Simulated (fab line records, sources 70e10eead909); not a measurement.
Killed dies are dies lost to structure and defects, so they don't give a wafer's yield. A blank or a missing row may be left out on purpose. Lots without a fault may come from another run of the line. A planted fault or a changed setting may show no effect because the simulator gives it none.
fab line records | flow nand_harc | part 1 of 2: steps 1 to 26 of 39
record lots=5 wafers=15 last_day=24
route steps=1159 shown P_GATE@150
lots that met no fault: from a run of the same line without faults
start_h: hours from the record's first day to the start of the lot's first wafer shown | wait_h: hours since the lot's step before | " the same as in the row above | L1.1+2: a row that stands for several wafers | - no value, or no start given | * or withheld: withheld | < > ~ a bound
route shown NAME@n: a module of which the file shows steps, and the number in the route of the first | usual: mean/standard deviation of fault-free wafers | same: alike in all rows | chamber/n: place in a boat | sites: the reading at each site | _std_site: their standard deviation | _edge_site: outer sites' mean less inner sites' | radius_mm: how far each site lies from the wafer's centre | mask NAME#n: copy n | behind: the tool/chamber that last shaped the wafer | hold: why the lot was held/for how many hours/how that ended | device: the transistor (n, p or np) that didn't switch | end of line: the same wafers' tests at the end of the route | a step without rows: its recipe alone | killed: dies lost to structure and defects at the first sort, not the wafer's yield | map: a wafer's dies, x killed, . not, _ none there
set.NAME: the setting as run; set.NAME@STEP: as run at that earlier step | model.NAME: the simulator's own value behind a step, which no gauge read
lots at some steps of the route; a table a step, a row a wafer
services: from which hour (start_h, from the record's first day; less than 0 if before it) a tool's chamber was out of use, for how many hours, and why
## steps
# step NHARC_P_GATE_STRIP_108
# recipe o2_flow_sccm=500 ar_flow_sccm=0 bias_w=0 chemistry=O2
# usual drypump_motor_current_A=5.9/0.4 mfc_ar_sccm=0.010/0.012 oes_product_au=1.004/0.0085 rf_vpp_V=57.7/0.94 showerhead_plenum_p_Torr=3.53/0.13 throttle_valve_pct=17.036/0.0085
# columns lot.wafer tool chamber start_h wait_h drypump_motor_current_A mfc_ar_sccm oes_product_au rf_hours_counter_h rf_vpp_V showerhead_plenum_p_Torr throttle_valve_pct
L081.3 rie_diel-10 2 130.81 - 5.2 0.019 1.006 48 58.0 3.64 17.032
L081.4 " 3 " " 5.7 0 0.996 49 59.4 3.62 17.034
L081.2 " 0 " " 5.8 0 1.004 51 59.2 3.55 17.032
L082.1 rie_diel-11 1 138.64 - 6.1 0 1.002 32 57.4 3.51 17.031
L082.3 " 2 " " 6.1 0 1.008 29 58.7 3.58 17.036
L082.5 " 2 " " 6.1 0 1.007 - 57.5 3.58 17.033
L086.2 rie_diel-08 0 171.07 - 5.8 0.014 0.998 6 58.0 3.51 17.036
L086.1 " 1 " " 6.5 0 1.008 6 59.0 3.72 17.033
L086.5 " 0 " " 5.8 0.014 0.991 - 57.2 3.51 17.042
L090.2 rie_diel-08 2 185.31 - 5.8 0 1.003 7 57.1 3.31 17.041
L090.5 " 1 " " 6.5 0 1.004 - 58.3 3.72 17.032
L090.6 " 2 " " 5.8 0 1.005 - 57.3 3.31 17.019
L096.1 rie_diel-08 1 216.45 - 6.5 0 1.016 14 58.5 3.72 17.027
L096.2 " 0 " " 5.7 0.014 0.995 13 57.2 3.51 17.034
L096.5 " 1 " " 6.5 0 1.016 - 57.7 3.72 17.050
# step NHARC_P_GATE_CD_MEAS_33
# usual cd_nm=120.6/2.5
# columns lot.wafer tool chamber start_h wait_h cd_nm
L081.2 cd_sem-02 - 130.97 - 119.7
L081.3 " - " " 121.7
L081.4 " - " " 119.4
L082.1 cd_sem-03 - 138.81 - 119.0
L082.3 " - " " 115.7
L082.5 " - " " 119.9
L086.1 cd_sem-01 - 171.24 - 120.1
L086.2 " - " " 119.1
L086.5 " - " " 122.1
L090.2 cd_sem-01 - 185.47 - 117.5
L090.5 " - " " 122.8
L090.6 " - " " 123.2
L096.1 cd_sem-03 - 216.63 - 122.1
L096.2 " - " " 121.7
L096.5 " - " " 118.7
# step NHARC_P_GATE_STRIP_35
# recipe time_s=600 temp_c=130 chemistry=SPM
# usual bath_guard_temp_C=130.0/0.63
# columns lot.wafer tool chamber start_h wait_h bath_guard_temp_C
L081.4 wet_bench-03 1 131.05 0.1 129.7
L081.2 " 3 " " 130.9
L081.3 " 6 " " 130.4
L082.5 wet_bench-03 7 138.91 0.1 129.2
L082.1 " 2 " " 130.4
L082.3 " 3 " " 130.3
L086.2 wet_bench-03 6 171.33 0.1 130.5
L086.1 " 0 " " 130.1
L086.5 " 1 " " 129.4
L090.2 wet_bench-03 6 185.56 0.1 130.1
L090.6 " 7 " " 129.2
L090.5 " 3 " " 130.9
L096.1 wet_bench-03 7 216.71 0.1 129.2
L096.2 " 1 " " 130.0
L096.5 " 4 " " 129.3
# step NHARC_P_GATE_PRECLEAN_73
# recipe time_s=* temp_c=50 bath_age_min=0 chemistry=SC1
# usual bath_guard_temp_C=50.0/0.6
# columns lot.wafer tool chamber start_h wait_h bath_guard_temp_C
L081.4 wet_bench-03 1 - - 49.9
L081.2 " 3 " " 50.7
L081.3 " 6 " " 49.9
L082.5 wet_bench-03 7 - - 49.5
L082.1 " 2 " " 50.6
L082.3 " 3 " " 51.0
L086.2 wet_bench-03 6 - - 50.3
L086.1 " 0 " " 50.2
L086.5 " 1 " " 49.4
L090.2 wet_bench-03 6 - - 49.8
L090.6 " 7 " " 49.0
L090.5 " 3 " " 50.9
L096.1 wet_bench-03 7 - - 49.4
L096.2 " 1 " " 49.8
L096.5 " 4 " " 49.4
# step NHARC_P_GATE_SRD_74
# columns lot.wafer tool chamber start_h wait_h
L081.4+2+3 wet_bench-03 1,3,6 - -
L082.5+1+3 wet_bench-03 7,2,3 - -
L086.2+1+5 wet_bench-03 6,0,1 - -
L090.2+6+5 wet_bench-03 6,7,3 - -
L096.1+2+5 wet_bench-03 7,1,4 - -
# step NHARC_P_GATE_ALD_36
# recipe target_thk_a=200 pulse_time_s=60 ald_cycles=223 temp_c=400 material=SiNx
# usual heater_power_w=862/65 precursor_pulse_height_rel=0.997/0.02
# columns lot.wafer tool chamber start_h wait_h heater_power_w precursor_pulse_height_rel
L081.3 ald_sin-03 1 131.43 - 801 0.982
L081.2 " 2 132.85 - 809 1.016
L081.4 " 0 138.56 - 812 1.005
L082.1 ald_sin-04 3 140.33 - 828 0.972
L082.3 " 1 142.44 - 1030 1.005
L082.5 " 2 143.50 - 887 0.992
L086.1 ald_sin-03 3 171.70 - 825 0.992
L086.2 " 0 172.77 - 777 0.977
L086.5 " 3 175.96 - 811 0.979
L090.2 ald_sin-04 1 187.00 - 1006 0.968
L090.6 " 0 190.21 - 870 1.030
L090.5 " 1 191.28 - 991 0.991
L096.2 ald_sin-04 3 218.14 - 853 1.032
L096.1 " 1 220.24 - 941 0.990
L096.5 " 2 221.29 - 867 1.007
# step NHARC_P_GATE_ETCHBACK_37
# recipe target_depth_a=345 time_s=17.2 chf3_flow_sccm=50 o2_flow_sccm=10 ar_flow_sccm=200 rf_w=500 bias_w=200 chemistry=CHF3/O2
# usual chf3_flow_sccm=49.99/0.14 drypump_motor_current_A=5.9/0.39 mfc_ar_sccm=200.1/0.69 oes_product_au=0.96/0.037 rf_vpp_V=370.6/2.2 showerhead_plenum_p_Torr=2.40/0.089 throttle_valve_pct=20.572/0.0086
# columns lot.wafer tool chamber start_h wait_h chf3_flow_sccm drypump_motor_current_A mfc_ar_sccm oes_product_au rf_hours_counter_h rf_vpp_V showerhead_plenum_p_Torr throttle_valve_pct
L081.3 rie_diel-08 3 - - 50.05 5.5 200.2 1.01 1 372.3 2.41 20.584
L081.2 " 0 " " 50.03 5.7 200.3 1.00 1 371.6 2.39 20.565
L081.4 " 2 " " 49.96 5.8 201.2 1.01 1 366.9 2.25 20.579
L082.1 rie_diel-08 3 - - 50.10 5.5 199.8 1.00 1 371.0 2.41 20.583
L082.3 " 1 " " 49.74 6.5 199.7 1.01 2 375.4 2.54 20.579
L082.5 " 3 " " 50.05 5.5 200.1 1.00 - 371.4 2.41 20.579
L086.1 rie_diel-08 3 - - 49.87 5.6 200.2 0.93 7 372.7 2.41 20.575
L086.2 " 1 " " 49.96 6.5 200.4 0.95 8 373.9 2.54 20.567
L086.5 " 3 " " 49.87 5.6 200.8 0.94 - 370.3 2.41 20.560
L090.2 rie_diel-11 1 - - 50.07 6.2 199.8 0.99 52 370.4 2.38 20.581
L090.5 " 2 " " 50.18 6.0 199.2 1.01 - 370.3 2.43 20.569
L090.6 " 3 " " 50.18 6.6 198.8 1.01 - 373.8 2.47 20.565
L096.1 rie_diel-08 2 - - 49.79 5.8 199.8 0.93 15 368.0 2.25 20.572
L096.2 " 3 " " 50.18 5.6 199.9 0.94 15 370.7 2.40 20.571
L096.5 " 1 " " 49.75 6.5 200.3 0.93 - 373.7 2.53 20.578
# step NHARC_P_GATE_STRIP_101
# recipe time_s=20 o2_flow_sccm=500 ar_flow_sccm=0 bias_w=0 chemistry=O2
# usual drypump_motor_current_A=5.9/0.38 mfc_ar_sccm=0.010/0.012 oes_product_au=1.005/0.0085 rf_vpp_V=57.7/0.91 showerhead_plenum_p_Torr=3.52/0.13 throttle_valve_pct=17.037/0.0094
# columns lot.wafer tool chamber start_h wait_h drypump_motor_current_A mfc_ar_sccm oes_product_au rf_hours_counter_h rf_vpp_V showerhead_plenum_p_Torr throttle_valve_pct
L081.4 rie_diel-08 2 143.25 0.1 5.8 0 1.016 1 55.7 3.32 17.030
L081.2 " 3 " " 5.6 0.024 1.008 1 59.5 3.54 17.038
L081.3 " 0 " " 5.7 0.014 1.004 1 57.6 3.52 17.053
L082.1 rie_diel-08 2 148.93 0.1 5.8 0 1.009 1 57.8 3.32 17.047
L082.3 " 1 " " 6.5 0 1.012 2 58.0 3.72 17.039
L082.5 " 3 " " 5.5 0.024 1.017 - 56.8 3.54 17.031
L086.2 rie_diel-08 0 181.36 0.1 5.8 0.014 1.008 7 57.5 3.51 17.033
L086.1 " 2 " " 5.8 0 1.015 7 57.5 3.31 17.044
L086.5 " 0 " " 5.8 0.014 1.006 - 57.9 3.51 17.034
L090.2 rie_diel-11 2 197.55 2.0 6.1 0 1.007 51 56.2 3.57 17.033
L090.5 " 3 " " 6.6 0.003 1.007 - 57.3 3.62 17.030
L090.6 " 0 " " 6.1 0.027 0.985 - 57.3 3.33 17.028
L096.2 rie_diel-08 3 226.68 0.1 5.6 0.024 1.003 15 57.3 3.53 17.034
L096.1 " 1 " " 6.5 0 1.007 15 58.8 3.72 17.033
L096.5 " 1 " " 6.5 0 1.015 - 60.2 3.71 17.042
# step NHARC_P_GATE_PRECLEAN_97
# recipe time_s=600 temp_c=120 chemistry=SPM
# usual bath_guard_temp_C=120.0/0.65
# columns lot.wafer tool chamber start_h wait_h bath_guard_temp_C
L081.4 wet_bench-03 4 143.35 - 119.3
L081.2 " 7 " " 119.2
L081.3 " 0 " " 120.2
L082.3 wet_bench-01 6 149.03 - 121.6
L082.1 " 1 " " 120.7
L082.5 " 2 " " 120.3
L086.5 wet_bench-03 1 181.46 - 120.1
L086.2 " 3 " " 121.2
L086.1 " 6 " " 120.0
L090.6 wet_bench-01 7 197.64 - 119.8
L090.5 " 0 " " 119.3
L090.2 " 1 " " 120.5
L096.1 wet_bench-09 7 226.78 - 120.0
L096.2 " 3 " " 119.9
L096.5 " 4 " " 119.9
# step NHARC_P_GATE_SRD_98
# columns lot.wafer tool chamber start_h wait_h
L081.4+2+3 wet_bench-03 4,7,0 - -
L082.3+1+5 wet_bench-01 6,1,2 - -
L086.5+2+1 wet_bench-03 1,3,6 - -
L090.6+5+2 wet_bench-01 7,0,1 - -
L096.1+2+5 wet_bench-09 7,3,4 - -
# step NHARC_P_GATE_PRECLEAN_99
# recipe time_s=* temp_c=50 bath_age_min=0 chemistry=SC1
# usual bath_guard_temp_C=49.9/0.65
# columns lot.wafer tool chamber start_h wait_h bath_guard_temp_C
L081.4 wet_bench-03 4 - - 49.0
L081.2 " 7 " " 49.1
L081.3 " 0 " " 49.8
L082.3 wet_bench-01 6 - - 51.0
L082.1 " 1 " " 50.5
L082.5 " 2 " " 50.0
L086.5 wet_bench-03 1 - - 49.8
L086.2 " 3 " " 51.0
L086.1 " 6 " " 50.0
L090.6 wet_bench-01 7 - - 49.4
L090.5 " 0 " " 49.5
L090.2 " 1 " " 50.6
L096.1 wet_bench-09 7 - - 50.1
L096.2 " 3 " " 49.2
L096.5 " 4 " " 50.0
# step NHARC_P_GATE_SRD_100
# columns lot.wafer tool chamber start_h wait_h
L081.4+2+3 wet_bench-03 4,7,0 - -
L082.3+1+5 wet_bench-01 6,1,2 - -
L086.5+2+1 wet_bench-03 1,3,6 - -
L090.6+5+2 wet_bench-01 7,0,1 - -
L096.1+2+5 wet_bench-09 7,3,4 - -
# step NHARC_P_GATE_DEHYDRATE_38
# recipe temp_c=150 time_s=120
# columns lot.wafer tool chamber start_h wait_h
L081.2+3+4 litho_track-03 0 143.74 -
L082.1+3+5 litho_track-02 0 149.43 -
L086.1+2+5 litho_track-07 0 181.85 -
L090.2+5+6 litho_track-03 0 198.04 -
L096.1+2+5 litho_track-02 0 227.17 -
# step NHARC_P_GATE_HMDS_39
# recipe time_s=30
# columns lot.wafer tool chamber start_h wait_h
L081.2+3+4 litho_track-03 0 - -
L082.1+3+5 litho_track-02 0 - -
L086.1+2+5 litho_track-07 0 - -
L090.2+5+6 litho_track-03 0 - -
L096.1+2+5 litho_track-02 0 - -
# step NHARC_P_GATE_COAT_40
# recipe spin_rpm=3000
# columns lot.wafer tool chamber start_h wait_h
L081.2+3+4 litho_track-03 0 - -
L082.1+3+5 litho_track-02 0 - -
L086.1+2+5 litho_track-07 0 - -
L090.2+5+6 litho_track-03 0 - -
L096.1+2+5 litho_track-02 0 - -
# step NHARC_P_GATE_SOFTBAKE_41
# recipe temp_c=122 time_s=95
# columns lot.wafer tool chamber start_h wait_h
L081.2+3+4 litho_track-03 0 - -
L082.1+3+5 litho_track-02 0 - -
L086.1+2+5 litho_track-07 0 - -
L090.2+5+6 litho_track-03 0 - -
L096.1+2+5 litho_track-02 0 - -
# step NHARC_P_GATE_EBR_42
# columns lot.wafer tool chamber start_h wait_h
L081.2+3+4 litho_track-03 0 - -
L082.1+3+5 litho_track-02 0 - -
L086.1+2+5 litho_track-07 0 - -
L090.2+5+6 litho_track-03 0 - -
L096.1+2+5 litho_track-02 0 - -
# step NHARC_P_GATE_EXPOSE_43
# recipe na=0.6 target_cd_nm=720 dose_mj=14.81 mask_id=P_NSD
# usual reticle_temp_C=22.99/0.11
# columns lot.wafer tool chamber start_h wait_h mask reticle_temp_C
L081.2 krf_scanner-01 0 144.02 - P_NSD#0 23.03
L081.3 " 0 " " P_NSD#0 22.94
L081.4 " 0 " " P_NSD#0 22.93
L082.1 krf_scanner-04 0 149.70 - P_NSD#0 22.75
L082.3 " 0 " " P_NSD#0 22.71
L082.5 " 0 " " P_NSD#0 22.89
L086.1 krf_scanner-04 0 182.12 - P_NSD#0 22.94
L086.2 " 0 " " P_NSD#0 22.88
L086.5 " 0 " " P_NSD#0 22.84
L090.2 krf_scanner-01 0 198.31 - P_NSD#0 22.82
L090.5 " 0 " " P_NSD#0 23.10
L090.6 " 0 " " P_NSD#0 22.95
L096.1 krf_scanner-04 0 227.45 - P_NSD#0 22.98
L096.2 " 0 " " P_NSD#0 22.98
L096.5 " 0 " " P_NSD#0 22.87
# step NHARC_P_GATE_PEB_44
# recipe peb_temp_c=118 peb_time_s=85
# columns lot.wafer tool chamber start_h wait_h
L081.2+3+4 litho_track-07 0 144.09 0.1
L082.1+3+5 litho_track-02 0 149.76 0.1
L086.1+2+5 litho_track-02 0 182.19 0.1
L090.2+5+6 litho_track-03 0 198.37 0.1
L096.1+2+5 litho_track-02 0 227.51 0.1
# step NHARC_P_GATE_DEVELOP_45
# recipe time_s=70
# columns lot.wafer tool chamber start_h wait_h
L081.2+3+4 litho_track-07 0 - -
L082.1+3+5 litho_track-02 0 - -
L086.1+2+5 litho_track-02 0 - -
L090.2+5+6 litho_track-03 0 - -
L096.1+2+5 litho_track-02 0 - -
# step NHARC_P_GATE_CD_MEAS_46
# recipe target_cd_nm=720 landing_energy_ev=500
# usual cd_nm=719.5/2
# columns lot.wafer tool chamber start_h wait_h cd_nm
L081.2 cd_sem-03 0 144.18 - 719.9
L081.3 " 0 " " 720.3
L081.4 " 0 " " 720.1
L082.1 cd_sem-01 0 149.85 - 718.2
L082.3 " 0 " " 716.1
L082.5 " 0 " " 718.7
L086.1 cd_sem-01 0 182.28 - 720.0
L086.2 " 0 " " 718.2
L086.5 " 0 " " 718.3
L090.2 cd_sem-01 0 198.46 - 718.5
L090.5 " 0 " " 716.9
L090.6 " 0 " " 717.7
L096.1 cd_sem-02 0 227.61 - 719.2
L096.2 " 0 " " 716.1
L096.5 " 0 " " 718.1
# step NHARC_P_GATE_HARDBAKE_47
# recipe temp_c=125 time_s=80
# columns lot.wafer tool chamber start_h wait_h
L081.2+3+4 litho_track-02 0 144.26 -
L082.1+3+5 litho_track-03 0 149.93 -
L086.1+2+5 litho_track-07 0 182.36 -
L090.2+5+6 litho_track-03 0 198.56 -
L096.1+2+5 litho_track-07 0 227.69 -
# step NHARC_P_GATE_DESCUM_48
# recipe time_s=3 o2_flow_sccm=200 ar_flow_sccm=0 bias_power_w=0 chemistry=O2
# usual drypump_motor_current_A=5.9/0.38 mfc_ar_sccm=0.010/0.012 oes_product_au=1.003/0.0077 rf_vpp_V=57.8/0.93 showerhead_plenum_p_Torr=1.90/0.079 throttle_valve_pct=11.312/0.0081
# columns lot.wafer tool chamber start_h wait_h drypump_motor_current_A mfc_ar_sccm oes_product_au rf_hours_counter_h rf_vpp_V showerhead_plenum_p_Torr throttle_valve_pct
L081.4 rie_diel-11 2 144.34 - 6.0 0 1.009 30 58.4 1.94 11.313
L081.2 " 3 " " 6.5 0.003 1.005 32 58.1 1.97 11.298
L081.3 " 1 " " 6.1 0 1.010 32 58.4 1.90 11.298
L082.3 rie_diel-11 2 150.01 - 6.1 0 1.018 31 57.9 1.94 11.304
L082.1 " 3 " " 6.6 0.003 1.005 33 57.8 1.97 11.312
L082.5 " 3 " " 6.6 0.003 1.011 - 58.3 1.97 11.320
L086.1 rie_diel-11 0 182.50 - 6.1 0.027 0.999 50 57.4 1.80 11.309
L086.2 " 3 " " 6.5 0.003 0.997 49 58.5 1.97 11.312
L086.5 " 1 " " 6.1 0 1.001 - 57.6 1.90 11.317
L090.2 rie_diel-08 1 198.67 - 6.5 0 1.004 11 56.9 2.02 11.312
L090.6 " 2 " " 5.8 0 0.996 - 57.1 1.79 11.319
L090.5 " 3 " " 5.5 0.024 1.013 - 58.3 1.92 11.320
L096.2 rie_diel-08 3 227.77 - 5.5 0.024 1.002 15 57.9 1.91 11.315
L096.1 " 1 " " 6.5 0 1.000 16 58.7 2.02 11.311
L096.5 " 1 " " 6.5 0 1.015 - 58.2 2.02 11.315
# step NHARC_P_GATE_IMPLANT_49
# recipe energy_kev=30 dose_cm2=3e+15 tilt_deg=7
# usual dose_ions_cm2=3e+15/3.5e+12
# columns lot.wafer tool chamber start_h wait_h dose_ions_cm2
L081.2 implanter-02 0 144.62 0.3 3e+15
L081.3 " 0 " " 3.001e+15
L081.4 " 0 " " 3.007e+15
L082.1 implanter-01 0 150.16 0.1 2.999e+15
L082.3 " 0 " " 2.996e+15
L082.5 " 0 " " 2.999e+15
L086.1 implanter-01 0 182.65 0.1 3e+15
L086.2 " 0 " " 3e+15
L086.5 " 0 " " 3.003e+15
L090.2 implanter-01 0 198.81 0.1 2.992e+15
L090.5 " 0 " " 3.002e+15
L090.6 " 0 " " 2.997e+15
L096.1 implanter-02 0 227.94 0.1 3.001e+15
L096.2 " 0 " " 2.999e+15
L096.5 " 0 " " 2.999e+15
# step NHARC_P_GATE_STRIP_111
# recipe power_w=1500 temp_c=110 time_s=250 chemistry=N2/H2
# usual drypump_motor_current_A=5.69/0.19 heater_power_w=88/6 rf_refl_power_W=23/12
# columns lot.wafer tool chamber start_h wait_h drypump_motor_current_A heater_power_w rf_hours_counter_h rf_refl_power_W
L081.2 plasma_asher-02 1 144.86 0.2 5.75 97 44 14
L081.4 " 0 " " 5.73 92 - 47
L081.3 " 1 " " 5.71 97 - 14
L082.1 plasma_asher-01 0 150.39 0.2 5.42 86 13 20
L082.3 " 1 " " 5.88 81 - 17
L082.5 " 1 " " 5.91 81 - 17
L086.2 plasma_asher-02 1 182.87 0.2 5.77 95 56 14
L086.1 " 0 " " 5.72 95 56 47
L086.5 " 0 " " 5.73 93 - 46
L090.2 plasma_asher-02 0 199.01 0.2 5.72 88 2 46
L090.5 " 0 " " 5.72 88 - 48
L090.6 " 1 " " 5.75 93 - 14
L096.2 plasma_asher-01 1 228.16 0.2 5.89 84 39 16
L096.1 " 0 " " 5.36 86 39 20
L096.5 " 1 " " 5.88 80 - 17
# step NHARC_P_GATE_STRIP_75
# recipe power_w=1500 temp_c=250 chemistry=O2
# usual drypump_motor_current_A=5.69/0.2 heater_power_w=329/23 rf_refl_power_W=23/12
# columns lot.wafer tool chamber start_h wait_h drypump_motor_current_A heater_power_w rf_hours_counter_h rf_refl_power_W
L081.2 plasma_asher-02 1 145.12 0.2 5.76 382 44 14
L081.4 " 0 " " 5.71 340 - 47
L081.3 " 1 " " 5.77 362 - 14
L082.1 plasma_asher-01 0 150.69 0.3 5.44 318 13 20
L082.3 " 1 " " 5.93 303 - 16
L082.5 " 1 " " 5.93 301 - 17
L086.2 plasma_asher-02 1 183.17 0.3 5.73 355 57 14
L086.1 " 0 " " 5.73 343 57 46
L086.5 " 0 " " 5.70 351 - 44
L090.2 plasma_asher-02 0 199.31 0.3 5.73 332 2 45
L090.5 " 0 " " 5.71 321 - 46
L090.6 " 1 " " 5.74 361 - 14
L096.2 plasma_asher-01 1 228.47 0.3 5.89 293 40 17
L096.1 " 0 " " 5.41 317 40 19
L096.5 " 1 " " 5.95 304 - 17
